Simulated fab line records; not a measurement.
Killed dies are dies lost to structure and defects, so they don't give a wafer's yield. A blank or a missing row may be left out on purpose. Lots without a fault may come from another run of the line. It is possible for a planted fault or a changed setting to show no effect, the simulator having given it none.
fab line records	flow nand_harc
record: lots: 5	wafers: 13	last_day: 33
route steps=1302 shown P_M1@295 END@1302
lots with no fault: from the same line, run without faults
start_h: hours from the record's opening day to when the first of the lot's shown wafers began	wait_h: how many hours have passed since the lot's step before this one	" same as the row above	L1.1+2: a row that stands for several wafers	- no value, or no start was given	* or withheld: withheld	< > ~ a bound
route shown NAME@n: NAME is a module with steps in the file, n the number in the route of the first one	usual: the fault-free wafers' mean and standard deviation	same: alike in all rows	chamber/n: place in a boat	sites: readings site by site	_std_site: standard deviation across them	_edge_site: outer sites' mean less inner sites'	radius_mm: for every site, how far away it sits from the centre of the wafer	mask NAME#n: copy n	behind: the last tool/chamber to shape the wafer	hold: why the lot was held/for how many hours/how that ended	device: transistor that didn't switch, given as n, p or np	end of line: tests run on the same wafers once the route is complete	a step with no rows: only its recipe	killed: at the first sort, the dies lost to defects and structure; wafer yield is something else	map: shows each die of a wafer: x if killed, . if not, _ if none is there
set.NAME: the setting the step ran with; set.NAME@STEP: the setting that earlier step ran with	model.NAME: the simulator's own value behind a step, which no gauge read
lots at some steps of the route; a table a step, a row a wafer
services: from which hour (start_h, from the record's first day; less than 0 if before it) a tool's chamber was out of use, for how many hours, and why
== steps ==
step: NHARC_P_M1_CD_MEAS_09
recipe: target_cd_nm: 130	landing_energy_ev: 500
usual: cd_nm: 130.0/0.53
lot.wafer	tool	chamber	start_h	wait_h	cd_nm
L627.2	cd_sem-03	0	126.90	-	129.6
L627.4	"	0	"	"	129.5
L627.5	"	0	"	"	130.6
L635.1	cd_sem-01	0	207.80	-	130.4
L635.3	"	0	"	"	130.6
L635.4	"	0	"	"	130.8
L645.1	cd_sem-02	0	305.41	-	130.6
L646.4	cd_sem-01	0	312.71	-	129.7
L646.5	"	0	"	"	129.2
L646.6	"	0	"	"	129.5
L647.1	cd_sem-01	0	336.01	-	130.3
L647.4	"	0	"	"	129.8
L647.6	"	0	"	"	130.1
step: NHARC_P_M1_OVL_MEAS_10
recipe: pitch_nm: 260
usual: overlay_x_nm: -0.2/0.61	overlay_y_nm: -0.1/0.88
lot.wafer	tool	chamber	start_h	wait_h	overlay_x_nm	overlay_y_nm
L627.2	overlay-01	-	126.99	-	-0.3	0.7
L627.4	"	-	"	"	-0.7	0.7
L627.5	"	-	"	"	-0.2	0.6
L635.1	overlay-02	-	207.89	-	-1.0	-0.3
L635.3	"	-	"	"	-0.7	-0.6
L635.4	"	-	"	"	-1.0	-0.6
L645.1	overlay-02	-	305.50	-	-0.6	0.5
L646.4	overlay-01	-	312.79	-	-0.1	0.2
L646.5	"	-	"	"	-0.8	-0.3
L646.6	"	-	"	"	-1.1	0.3
L647.1	overlay-02	-	336.10	-	-0.3	-1.7
L647.4	"	-	"	"	0.2	-1.6
L647.6	"	-	"	"	0.1	-1.6
step: NHARC_P_M1_INSPECT_11
usual: raw_defect_count: 5.0/2.7
lot.wafer	tool	chamber	start_h	wait_h	raw_defect_count
L627.2	defect_inspect-02	-	127.02	0.0	3
L627.4	"	-	"	"	3
L627.5	"	-	"	"	4
L635.1	defect_inspect-02	-	207.92	0.0	9
L635.3	"	-	"	"	4
L635.4	"	-	"	"	7
L645.1	defect_inspect-01	-	305.54	0.0	5
L646.4	defect_inspect-02	-	312.83	0.0	3
L646.5	"	-	"	"	6
L646.6	"	-	"	"	6
L647.1	defect_inspect-01	-	336.14	0.0	6
L647.4	"	-	"	"	5
L647.6	"	-	"	"	5
step: NHARC_P_M1_DESCUM_14
recipe: time_s: 3	o2_flow_sccm: 200	ar_flow_sccm: 0	bias_power_w: 0	chemistry: O2
usual: drypump_motor_current_A: 5.6/0.36	mfc_ar_sccm: 0.011/0.014	oes_product_au: 1.000/0.0073	rf_vpp_V: 57.8/0.9	showerhead_plenum_p_Torr: 1.89/0.094	throttle_valve_pct: 11.310/0.0089
same: bias_power_w: 0
lot.wafer	tool	chamber	start_h	wait_h	drypump_motor_current_A	mfc_ar_sccm	oes_product_au	rf_hours_counter_h	rf_vpp_V	showerhead_plenum_p_Torr	throttle_valve_pct
L627.4	rie_diel-12	3	127.08	0.1	5.7	0	0.999	8	57.7	1.87	11.322
L627.2	"	2	"	"	6.1	0.027	0.991	10	56.7	1.84	11.318
L627.5	"	3	"	"	5.7	0	0.999	-	58.2	1.87	11.306
L635.4	rie_diel-10	1	207.98	0.1	5.4	0.022	0.999	13	56.6	1.79	11.305
L635.3	"	3	"	"	5.6	0.011	0.995	13	58.4	1.84	11.307
L635.1	"	0	"	"	5.5	0	0.998	13	59.0	2.05	11.310
L645.1	rie_diel-08	2	305.60	0.1	6.0	0	1.009	8	57.2	1.80	11.321
L646.4	rie_diel-10	1	312.89	0.1	5.3	0.022	1.003	5	57.1	1.79	11.325
L646.5	"	1	"	"	5.3	0.022	0.991	-	58.4	1.79	11.324
L646.6	"	2	"	"	5.1	0.043	1.005	-	59.0	1.98	11.290
L647.4	rie_diel-10	0	336.20	0.1	5.5	0	1.016	7	58.1	2.04	11.312
L647.1	"	3	"	"	5.6	0.011	1.007	7	59.0	1.84	11.312
L647.6	"	1	"	"	5.3	0.022	0.998	-	58.2	1.79	11.307
step: NHARC_P_M1_ETCH_35
recipe: target_depth_a: 400	overetch_a: 120	time_s: 43.94	ion_energy_ev: 200	n2_flow_sccm: 150	h2_flow_sccm: 150	ar_flow_sccm: 0	rf_w: 400	bias_w: 150	chemistry: N2/H2
step: NHARC_P_M1_ETCH_15
recipe: target_depth_a: 1825	time_s: 91.2	c4f8_flow_sccm: withheld	ar_flow_sccm: 400	rf_w: 600	bias_w: 300	chemistry: C4F8/Ar
usual: oes_product_au: 0.956/0.024	rf_fwd_power_W: 595.7/1.8	rf_vpp_V: 440.2/3
lot.wafer	tool	chamber	start_h	wait_h	oes_product_au	rf_fwd_power_W	rf_hours_counter_h	rf_vpp_V
L627.4	rie_diel-12	3	-	-	0.960	595.4	8	440.5
L627.2	"	1	"	"	0.958	597.3	10	441.8
L627.5	"	2	"	"	0.974	598.0	-	437.8
L635.3	rie_diel-10	1	-	-	0.919	594.4	13	436.3
L635.4	"	2	"	"	0.915	596.2	12	443.0
L635.1	"	0	"	"	0.927	594.8	13	444.6
L645.1	rie_diel-08	2	-	-	0.929	596.0	8	436.0
L646.4	rie_diel-10	1	-	-	0.958	595.2	5	436.0
L646.6	"	2	"	"	0.954	596.4	-	444.6
L646.5	"	3	"	"	0.976	596.9	-	438.7
L647.4	rie_diel-10	3	-	-	0.970	597.3	7	439.2
L647.1	"	0	"	"	0.955	594.8	7	445.2
L647.6	"	0	"	"	0.952	596.6	-	445.9
step: NHARC_P_M1_CD_MEAS_16
usual: cd_nm: 130.0/0.57
lot.wafer	tool	chamber	start_h	wait_h	cd_nm
L627.2	cd_sem-02	-	127.39	-	130.2
L627.4	"	-	"	"	129.9
L627.5	"	-	"	"	130.3
L635.1	cd_sem-01	-	208.29	-	130.3
L635.3	"	-	"	"	131.0
L635.4	"	-	"	"	131.2
L645.1	cd_sem-01	-	305.91	-	129.7
L646.4	cd_sem-01	-	313.21	-	129.4
L646.5	"	-	"	"	129.2
L646.6	"	-	"	"	129.1
L647.1	cd_sem-01	-	336.57	-	129.8
L647.4	"	-	"	"	129.5
L647.6	"	-	"	"	129.3
step: NHARC_P_M1_STRIP_18
recipe: power_w: 1000	n2_flow_sccm: 150	h2_flow_sccm: 150	ar_flow_sccm: 0	bias_w: 0	chemistry: N2/H2
step: NHARC_P_M1_ETCH_28
recipe: target_depth_a: 300	over_etch_frac: 0.3	time_s: 72.99	ion_energy_ev: 150	cf4_flow_sccm: 50	n2_flow_sccm: 100	ar_flow_sccm: 150	rf_w: 300	bias_w: 100	chemistry: CF4/N2
usual: drypump_motor_current_A: 5.6/0.36	mfc_ar_sccm: 150.0/0.37	oes_product_au: 1.002/0.0072	rf_fwd_power_W: 297.4/1.1	rf_vpp_V: 313.6/2.2	showerhead_plenum_p_Torr: 2.59/0.12	throttle_valve_pct: 19.795/0.0089
lot.wafer	tool	chamber	start_h	wait_h	drypump_motor_current_A	mfc_ar_sccm	oes_product_au	rf_fwd_power_W	rf_hours_counter_h	rf_vpp_V	showerhead_plenum_p_Torr	throttle_valve_pct
L627.2	rie_diel-10	3	-	-	5.6	150.0	0.991	297.0	4	312.1	2.53	19.791
L627.4	"	0	"	"	5.5	150.3	1.006	297.3	4	317.6	2.80	19.782
L627.5	"	3	"	"	5.6	149.3	1.007	297.0	-	309.8	2.53	19.783
L635.1	rie_diel-08	2	-	-	6.1	149.7	1.002	296.4	1	312.1	2.49	19.806
L635.4	"	3	"	"	5.3	150.2	0.998	299.5	1	311.8	2.49	19.790
L635.3	"	0	"	"	5.9	150.1	1.001	296.2	0	312.2	2.56	19.800
L645.1	rie_diel-10	3	-	-	5.6	150.5	1.015	296.9	5	312.6	2.53	19.799
L646.4	rie_diel-12	0	-	-	6.5	149.7	1.006	297.8	13	312.9	2.51	19.788
L646.5	"	1	"	"	5.2	150.3	0.997	297.8	-	312.4	2.58	19.803
L646.6	"	2	"	"	6.0	150.5	1.002	296.1	-	311.7	2.51	19.786
L647.4	rie_diel-08	2	-	-	6.1	150.3	0.997	296.0	10	312.0	2.48	19.783
L647.1	"	0	"	"	5.8	150.4	1.000	295.9	8	314.1	2.56	19.796
L647.6	"	1	"	"	5.8	149.9	1.010	298.9	-	316.6	2.78	19.797
step: NHARC_P_M1_STRIP_19
recipe: time_s: 600	temp_c: 30	chemistry: post_etch_residue_remover
step: NHARC_P_M1_DEGAS_29
recipe: temp_c: 250	time_s: 60
step: NHARC_P_M1_PRE_CLEAN_30
recipe: time_s: 30	temp_c: 280	gas: H2/He
usual: heater_power_w: 420/32
lot.wafer	tool	chamber	start_h	wait_h	heater_power_w
L627.4	pvd_sputter-03	-	-	-	385
L627.2	"	-	"	"	423
L627.5	"	-	"	"	460
L635.1	pvd_sputter-01	-	-	-	373
L635.4	"	-	"	"	476
L635.3	"	-	"	"	457
L645.1	pvd_sputter-01	-	-	-	451
L646.4	pvd_sputter-03	-	-	-	393
L646.5	"	-	"	"	407
L646.6	"	-	"	"	457
L647.4	pvd_sputter-03	-	-	-	394
L647.1	"	-	"	"	422
L647.6	"	-	"	"	386
step: NHARC_P_M1_PVD_20
recipe: target_thk_a: 50	bias_v: 168.6	power_w: 15000	chamber_pressure_pa: 0.12	time_s: 8.06	substrate_temp_c: 50	material: TaN
usual: cathode_dc_power_W: 15000/2.7	throttle_valve_pct: 29.7/0.91
lot.wafer	tool	chamber	start_h	wait_h	cathode_dc_power_W	throttle_valve_pct
L627.2	pvd_sputter-03	-	128.23	-	14995	29.5
L627.4	"	-	"	"	14999	29.4
L627.5	"	-	"	"	14998	29.2
L635.3	pvd_sputter-01	-	209.11	-	14999	28.5
L635.4	"	-	"	"	14998	30.7
L635.1	"	-	"	"	15001	30.1
L645.1	pvd_sputter-01	-	306.73	-	15002	29.6
L646.4	pvd_sputter-03	-	314.10	-	15000	31.2
L646.5	"	-	"	"	15002	29.6
L646.6	"	-	"	"	15002	28.4
L647.1	pvd_sputter-03	-	337.41	-	14996	29.8
L647.4	"	-	"	"	15001	31.1
L647.6	"	-	"	"	14997	29.5
step: NHARC_P_M1_PVD_21
recipe: target_thk_a: 300	chamber_pressure_pa: 5	power_w: 5000	substrate_temp_c: 30	time_s: 20.49	material: Cu
step: NHARC_P_M1_ECD_22
recipe: target_thk_a: 4000	bath_temp_c: 25	material: Cu
step: NHARC_P_M1_ANNEAL_31
recipe: temp_c: 225	time_s: 90
usual: wafer_temp_C_max: 225.97/0.28
lot.wafer	tool	chamber	start_h	wait_h	wafer_temp_C_max
L627.2	rtp_anneal-02	0	128.90	0.3	226.15
L627.4	"	0	"	"	226.39
L627.5	"	0	"	"	226.15
L635.1	rtp_anneal-02	0	209.73	-	226.13
L635.3	"	0	"	"	225.83
L635.4	"	0	"	"	225.90
L645.1	rtp_anneal-02	0	307.37	0.3	225.81
L646.4	rtp_anneal-02	0	314.84	0.3	226.16
L646.5	"	0	"	"	226.01
L646.6	"	0	"	"	226.06
L647.1	rtp_anneal-01	0	338.02	-	226.02
L647.4	"	0	"	"	225.75
L647.6	"	0	"	"	226.06
step: NHARC_P_M1_CMP_23
recipe: t_overpolish_s: 20	target_thk_nm: 157.82
step: NHARC_P_M1_THK_MEAS_24
recipe: thk_meas_gauge: xrf
usual: thk_nm: 157.8/1.4
lot.wafer	tool	chamber	start_h	wait_h	thk_nm
L627.2	film_metro-02	-	129.51	-	158.2
L627.4	"	-	"	"	159.7
L627.5	"	-	"	"	159.0
L635.1	film_metro-01	-	210.40	-	157.2
L635.3	"	-	"	"	158.7
L635.4	"	-	"	"	156.6
L645.1	film_metro-02	-	308.03	-	155.6
L646.4	film_metro-01	-	315.34	-	157.0
L646.5	"	-	"	"	158.7
L646.6	"	-	"	"	157.5
L647.1	film_metro-01	-	338.68	-	157.4
L647.4	"	-	"	"	156.4
L647.6	"	-	"	"	158.9
step: NHARC_P_M1_SRD_25
step: NHARC_END_SORT_01
recipe: temp_c: 25
usual: defect_limited_yield: 92/3	killed_at_array: 52/20	killed_at_other: 1.0/1.3	killed_at_periphery: 3.7/2.2	killed_dies: 57/20	killed_open: 3.2/1.6	killed_short: 2.4/1.6	sort_bin_2_pct: 2.9/1.4	sort_bin_3_pct: 0.6/0.41	sort_bin_4_pct: 4.8/1.5	sort_n_pass: 620/20	sort_rim_yield_pct: 93/3.5	sort_yield_pct: 92/3
same: gross_dies: 677	sort_bin_5_pct[%]: 0	sort_bin_6_pct[%]: 0	sort_bin_7_pct[%]: 0	sort_bin_8_pct[%]: 0	sort_rim_n_gross: 106.00
lot.wafer	tool	chamber	start_h	wait_h	defect_limited_yield[%]	killed_at_array	killed_at_other	killed_at_periphery	killed_dies	killed_open	killed_short	sort_bin_2_pct[%]	sort_bin_3_pct[%]	sort_bin_4_pct[%]	sort_n_pass	sort_rim_yield_pct[%]	sort_yield_pct[%]
L645.1	prober-02	0	747.33	2.4	81	38	2	90	130	3	3	8.4	3.5	7.2	547	96	81
killed by level:class
L645.1 P_M1:unspecified=88 A_CHANNEL_HOLE_D2:chamber_film_flake=14 A_CHANNEL_HOLE_D1:chamber_film_flake=6 A_SLIT:chamber_film_flake=5 A_CONTACT:chamber_film_flake=4 THIN_TSV:chamber_film_flake=2 A_M1:chamber_film_flake=2 P_GATE:geometric_particle:short=1
map L645.1 (x killed, . not)
____________.____________
_________......._________
_______..........._______
______.............______
_____..............._____
____.................____
____.................____
___.................x.___
___...................___
__.............x...x...__
__.........x...........__
_....x.....xxxx.x......._
_........x.xxxxxx...x..._
_......x..xxxxxxx......._
_.....xx.xxxxxxxx......._
_...x.x.xxxxxxxxxx......_
......xx..xxxxxxx........
....x..xxxxxxxxxx........
.......xxxxxxxxxx........
...x..x..xxxxxxxx........
..x...xxx.xxxxxxx........
_........xxxxxxxx......x_
_..........xxxxx........_
_.x........x.x.........._
_...x......xx..........._
_........x.............._
__.....................__
__x....................__
___...............xxx.___
___........xx........x___
____...............x.____
____.................____
_____..............._____
______.x....x......______
_______..........._______
_________......._________
____________.____________
map L635.1 (x killed, . not)
____________.____________
_________....x.._________
_______..........._______
______.............______
_____....x.x........_____
____.................____
____.................____
___.x.................___
___.....x.............___
__.....................__
__.....................__
_.....................x._
_......................._
_.......x..............._
_.....xx..x............._
_.....xx.........xx....._
.....xx.x................
.........x......x..x.....
......x.x................
.........................
.......xxx..x............
_......................._
_......................._
_..................xx..._
_.....................x._
_................x.xxx.._
__......x..........xx.x__
__......x.........xxxxx__
___...............xxxx___
___...............xxxx___
____...............xx____
____..............x.x____
_____.........x...xx_____
______............x______
_______..........._______
_________......._________
____________.____________
== services ==
tool	chamber	start_h	hours	kind
rie_diel-08	0	114.97	3.2	repair
rie_diel-10	0	123.54	-	clean
rie_diel-10	1	123.54	-	clean
rie_diel-10	2	123.54	-	clean
rie_diel-10	3	123.54	-	clean
rie_diel-12	0	138.79	6.6	repair
rie_diel-10	0	148.04	-	clean
rie_diel-10	1	148.04	-	clean
rie_diel-10	2	148.04	-	clean
rie_diel-10	3	148.04	-	clean
rie_diel-08	2	156.18	3.1	repair
pvd_sputter-03	-	156.91	4.6	repair
rie_diel-12	3	165.03	13.8	repair
pvd_sputter-03	-	170.01	10.0	pm
rie_diel-08	-	177.81	0.2	repair
rie_diel-08	0	183.08	5.2	repair
rie_diel-08	-	190.80	9.0	pm
pvd_sputter-01	-	226.00	10.0	pm
pvd_sputter-03	-	231.56	1.0	repair
rie_diel-12	2	240.43	25.3	repair
rie_diel-10	-	242.54	9.0	pm
rie_diel-12	-	268.96	9.0	pm
rie_diel-10	2	286.15	2.9	repair
pvd_sputter-03	-	298.60	0.5	repair
== key ==
first_sign: step: NHARC_END_SORT_01	reading: killed_at_periphery	direction: up	sigmas: 39	usual: 3.7	struck: 90
effect: step: NHARC_END_SORT_01	reading: defect_limited_yield	direction: down	sigmas: 3.6	usual: 92	struck: 81
more_kills_born_at: NHARC_P_M1_PVD_20@pvd_sputter-01: 88
met_at NHARC_P_M1_PVD_20
struck_wafers L645.1
onset_between 209.11 306.73
also_fits NHARC_P_M1_DESCUM_14:rie_diel-08,NHARC_P_M1_ETCH_15:rie_diel-08,NHARC_P_M1_ETCH_28:rie_diel-10,NHARC_P_M1_PRE_CLEAN_30:pvd_sputter-01
fault: kind: chamber_particle_source	tool: pvd_sputter-01	chamber: -	onset_h: 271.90	steps: NHARC_P_M1_PVD_20	rate_per_visit_cm2: 0.90658	end_h: 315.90	scope: struck_wafers_only
